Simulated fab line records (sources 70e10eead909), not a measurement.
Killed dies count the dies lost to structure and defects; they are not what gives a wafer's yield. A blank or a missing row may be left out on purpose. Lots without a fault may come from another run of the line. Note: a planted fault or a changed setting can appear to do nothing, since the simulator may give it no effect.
Chamber matching || flow nandHarc || NHARC_A_ZERO_WELL_DESCUM_12 on rieDiel-03: 4 sister chambers
The step chemistry O2, time 3 s. 7 wafers are shown with their chamber, then 7 later ones without.

== WAFERS PAIRED WITH THEIR CHAMBERS ==
{"wafer": "L700.5", "chamber": 1, "drypumpMotorCurrentA (A)": 5.61, "oesProductAu (a.u.)": 1.001}
{"wafer": "L701.6", "chamber": 1, "drypumpMotorCurrentA (A)": 5.64, "oesProductAu (a.u.)": 0.987}
{"wafer": "L714.3", "chamber": 0, "drypumpMotorCurrentA (A)": 5.38, "oesProductAu (a.u.)": 1.012}
{"wafer": "L716.5", "chamber": 2, "drypumpMotorCurrentA (A)": 6.04, "oesProductAu (a.u.)": 0.989}
{"wafer": "L716.6", "chamber": 3, "drypumpMotorCurrentA (A)": 5.62, "oesProductAu (a.u.)": 1.001}
{"wafer": "L717.1", "chamber": 2, "drypumpMotorCurrentA (A)": 6.05, "oesProductAu (a.u.)": 0.992}
{"wafer": "L717.3", "chamber": 3, "drypumpMotorCurrentA (A)": 5.64, "oesProductAu (a.u.)": 1.002}

== WAFERS MISSING THEIR CHAMBER ==
{"wafer": "L717.6", "drypumpMotorCurrentA (A)": 5.39, "oesProductAu (a.u.)": 1.008}
{"wafer": "L718.1", "drypumpMotorCurrentA (A)": 5.62, "oesProductAu (a.u.)": 0.999}
{"wafer": "L718.3", "drypumpMotorCurrentA (A)": 6.02, "oesProductAu (a.u.)": 0.998}
{"wafer": "L718.4", "drypumpMotorCurrentA (A)": 5.64, "oesProductAu (a.u.)": 0.995}
{"wafer": "L721.1", "drypumpMotorCurrentA (A)": 5.38, "oesProductAu (a.u.)": 1.012}
{"wafer": "L721.5", "drypumpMotorCurrentA (A)": 5.62, "oesProductAu (a.u.)": 0.999}
{"wafer": "L721.6", "drypumpMotorCurrentA (A)": 5.37, "oesProductAu (a.u.)": 1.010}

== WHICH CHAMBER EACH WENT THROUGH ==
{"wafer": "L717.6", "from the rows above": 0, "in truth": 0}
{"wafer": "L718.1", "from the rows above": "can't be placed: 3 or 1", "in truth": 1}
{"wafer": "L718.3", "from the rows above": 2, "in truth": 2}
{"wafer": "L718.4", "from the rows above": "can't be placed: 1 or 3", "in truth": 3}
{"wafer": "L721.1", "from the rows above": 0, "in truth": 0}
{"wafer": "L721.5", "from the rows above": "can't be placed: 3 or 1", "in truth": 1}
{"wafer": "L721.6", "from the rows above": 0, "in truth": 0}
Placed correctly: 4 of 7. Not placeable from these rows: 3 (in 3, the candidates include the true chamber). 0 placed wrongly.
How it was worked out, from the rows above alone: a wafer's distance from a chamber is the root of the sum, over the readings, of the square of ((its reading less the chamber's mean) divided by the reading's scatter). If the next closest chamber is less than 2 further off than the closest, the wafer can't be placed; otherwise it belongs to the closest. For every chamber, the mean is computed from those of its wafers that are shown. The scatter is the square root of a quotient: the sum, over the shown wafers, of each reading's squared deviation from its chamber's mean, divided by wafers minus chambers.
